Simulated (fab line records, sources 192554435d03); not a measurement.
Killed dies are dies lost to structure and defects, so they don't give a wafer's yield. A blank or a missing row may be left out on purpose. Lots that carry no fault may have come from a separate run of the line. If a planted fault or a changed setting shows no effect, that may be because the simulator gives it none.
Code-filled problem report in 8D (eight disciplines) form | flow n5Finfet | the parts of the form that need people (team, actions taken, sign-off) are left out

1. THE PROBLEM
At N5_BEOL_M10_OCD_MEAS_38, trenchDepthNm averages 104.8 nm over 2 wafers from 2 lots, while fault-free wafers read 148.2 nm, standard deviation 2.3. Measured from the usual mean, that is -19 standard deviations.
Earliest sighting: wafer L304.1 on ocd-02 at day 15 14:52. At this step, 12 wafers from 4 lots have a number in the record. Rule for "out" (also "out of limits"): further than 4 standard deviations from the usual mean. The other wafers with a number count as sound.

2. WHAT IT IS, AND WHAT IT ISN'T
question                    | is                | is not
which readings at this step | trenchDepthNm     | -
which lots                  | L304, L305        | L299, L306
which wafers of those lots  | L304.1, L305.4    | L304.3, L304.5, L305.3, L305.5
read on which gauges        | ocd-02            | ocd-01
when                        | from day 15 14:52 | up to then (5 sound wafers); but 5 sound wafers of L305, L306 came after

3. SUSPECTS, AND WHAT RULES EACH OUT
Counting: any tool at a process step up to the reading remains a suspect provided it ran every lot that is out. Sound lots after the first of them don't rule it out here, since some wafers of a struck lot are sound.
- ruled out: the gauge at N5_BEOL_M10_OCD_MEAS_38. All the wafers that are out were read on ocd-02, but those of them that N5_BEOL_M10_THK_MEAS_53 has rows for are out there too, on other tools.
- rieDiel-03 at N5_BEOL_M10_TRENCH_ETCH_37 (etches SiCOH lowk in C4F6/O2, target depth 148.83 nm, time 48 s): kept. It ran every lot that is out, first L304 (day 15 14:41); its last sound lot up to then is L299 (day 14 13:25).
Remaining after the count: rieDiel-03 at N5_BEOL_M10_TRENCH_ETCH_37.

4. THE CAUSE (what the simulator had put in)
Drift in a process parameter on rieDiel-03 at N5_BEOL_M10_TRENCH_ETCH_37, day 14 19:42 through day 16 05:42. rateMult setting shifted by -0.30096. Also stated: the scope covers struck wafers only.
Only this tool survived the counting.

5. THE EFFECT CHAIN, in route order
Each row: a reading whose mean over the struck wafers that have a number lies more than 3 standard deviations from the usual. Scope: only readings with a usual standard deviation given in the record; hours: median across lots of the time from each lot's start at the first step in this table that gives one to its start at this step; sigmas: change in usual standard deviations.
hours | step                    | reading           | usual         | on struck wafers | change  | sigmas
0     | N5_BEOL_M10_OCD_MEAS_38 | trenchDepthNm     | 148.2 nm      | 104.8            | -43.3   | -19
3     | N5_BEOL_M10_THK_MEAS_53 | M10_THK           | 142.8 nm      | 98.6             | -44.2   | -16
3     | N5_BEOL_M10_RS_MEAS_57  | M10_RS            | 0.1512 ohm/sq | 0.2292           | +0.0780 | +26
43    | N5_BEOL_M15_RC_MEAS_101 | SERP_M10          | 3.08 ohm/um   | 4.69             | +1.61   | +21
43    | N5_BEOL_M15_RC_MEAS_101 | SERP_M10_max_site | 3.17 ohm/um   | 4.78             | +1.61   | +22

6. HOW IT WOULD HAVE BEEN CAUGHT EARLIER
In this record the first reading out of limits at a measuring or inspecting step was taken at day 15 14:52, 19 hours after the fault began at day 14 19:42.
An alarm limit of 4 standard deviations would not have fired on the tool readings at N5_BEOL_M10_TRENCH_ETCH_37 for which the record gives a usual standard deviation, since none of them was out on any struck wafer.
Lots out: 2; of these, L305 started N5_BEOL_M10_TRENCH_ETCH_37 on rieDiel-03 after day 15 14:52. Had the tool been put on hold then, it would have been spared.
